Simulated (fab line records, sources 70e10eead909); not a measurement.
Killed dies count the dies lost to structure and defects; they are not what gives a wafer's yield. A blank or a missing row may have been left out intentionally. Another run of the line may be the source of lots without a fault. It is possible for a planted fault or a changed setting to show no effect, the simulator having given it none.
Struck lot and sound lot, side by side + flow nand_harc + 15 out of 1302 route steps
Sound: wafers L587.1, L587.2, L587.3. Struck: wafer L594.4. (L594.2, L594.6 of the same lot were not struck and are left out.) The cause comes at the end.
Each step with rows lists, per side, the tool, then ch with its chambers, then its first start. Under that, the readings that differ: sound wafers + struck wafers + difference of the means + sigmas: that difference in standard deviations of wafers without a fault.
alike: words and numbers the same on both sides, and readings whose means are apart by under 2 such deviations; not compared: readings that were withheld, readings missing a value for some wafer, numbers with overlapping values and no deviation given by the record, and bounds like >300 which may hide the same value.
The two part at a step that has a row with sigmas, a row that says differs or no value, or rows on one side only. Numbers that have no deviation but don't overlap get no sigmas and don't part them. A reading missing from all wafers of one side parts the sides only when that side holds two or more wafers.

first, 1 step without rows for these wafers: NHARC_A_ONON_D1_DEP_12 (target thk 1000 nm).
NHARC_A_ONON_D1_THK_MEAS_14: measures by ellipsometry.
  sound on film_metro-01 at day 7 13:08; struck on film_metro-02 at day 10 08:04
  alike: thk_nm
then, 2 steps without rows for these wafers: NHARC_A_ONON_D1_ANNEAL_15 (time 3600 s); NHARC_A_ONON_D1_DEP_16 (target thk 1000 nm).
NHARC_A_ONON_D1_THK_MEAS_18: measures by ellipsometry.
  sound on film_metro-02 at day 7 20:56; struck on film_metro-01 at day 10 16:47
| reading     | sound       | struck | difference | sigmas |
|-------------|-------------|--------|------------|--------|
| thk_nm (nm) | 978 977 979 | 1011   | +33        | +3     |
then, 1 step without rows for these wafers: NHARC_A_ONON_D1_DEP_19 (target thk 1000 nm).
NHARC_A_ONON_D1_THK_MEAS_21: measures by ellipsometry.
  sound on film_metro-02 at day 7 21:31; struck on film_metro-01 at day 10 17:22
  alike: thk_nm
then, 1 step without rows for these wafers: NHARC_A_ONON_D1_DEP_22 (target thk 1000 nm).
NHARC_A_ONON_D1_THK_MEAS_24: measures by ellipsometry.
  sound on film_metro-02 at day 7 22:05; struck on film_metro-01 at day 10 17:56
  alike: thk_nm
then, 1 step without rows for these wafers: NHARC_A_ONON_D1_DEP_25 (target thk 1000 nm).
NHARC_A_ONON_D1_THK_MEAS_27: measures by ellipsometry.
  sound on film_metro-01 at day 7 22:39; struck on film_metro-01 at day 10 18:30
  alike: thk_nm
NHARC_A_ONON_D1_DEP_28: target thk 1000 nm.
  sound on pecvd_onon-01 ch 0, day 7 22:42; struck on pecvd_onon-04 ch 0, day 10 18:37
NHARC_A_ONON_D1_THK_MEAS_30: measures by ellipsometry.
  sound on film_metro-02 at day 7 23:13; struck on film_metro-02 at day 10 19:04
| reading     | sound         | struck | difference | sigmas |
|-------------|---------------|--------|------------|--------|
| thk_nm (nm) | 1000 1002 998 | 1551   | +551       | +59    |
NHARC_A_ONON_D1_DEP_33: deposits SiO2, target thk 200 nm.
  sound on pecvd-01 ch 0,1,2, day 7 23:16; struck on pecvd-03 ch 2, day 10 19:07
| reading                | sound          | struck | difference | sigmas |
|------------------------|----------------|--------|------------|--------|
| throttle_valve_pct (%) | 16.9 15.9 16.0 | 15.1   | -1.2       | -2     |
  alike: heater_power_w
  not compared: since_wet_clean_h
-- jump in the record: it breaks off in module A_ONON_D1 and resumes in module END (first step shown: number 1302 of the route), and 16 days separate the struck wafers' starts before and after --
NHARC_END_SORT_01:
  the record has rows for the struck wafers here (prober-01 ch 0, day 26 09:03) and none for the sound ones

WHERE THEY PART
Earliest at NHARC_A_ONON_D1_THK_MEAS_18; latest, in this record, at NHARC_END_SORT_01.

WHY: what had been put in by the simulator
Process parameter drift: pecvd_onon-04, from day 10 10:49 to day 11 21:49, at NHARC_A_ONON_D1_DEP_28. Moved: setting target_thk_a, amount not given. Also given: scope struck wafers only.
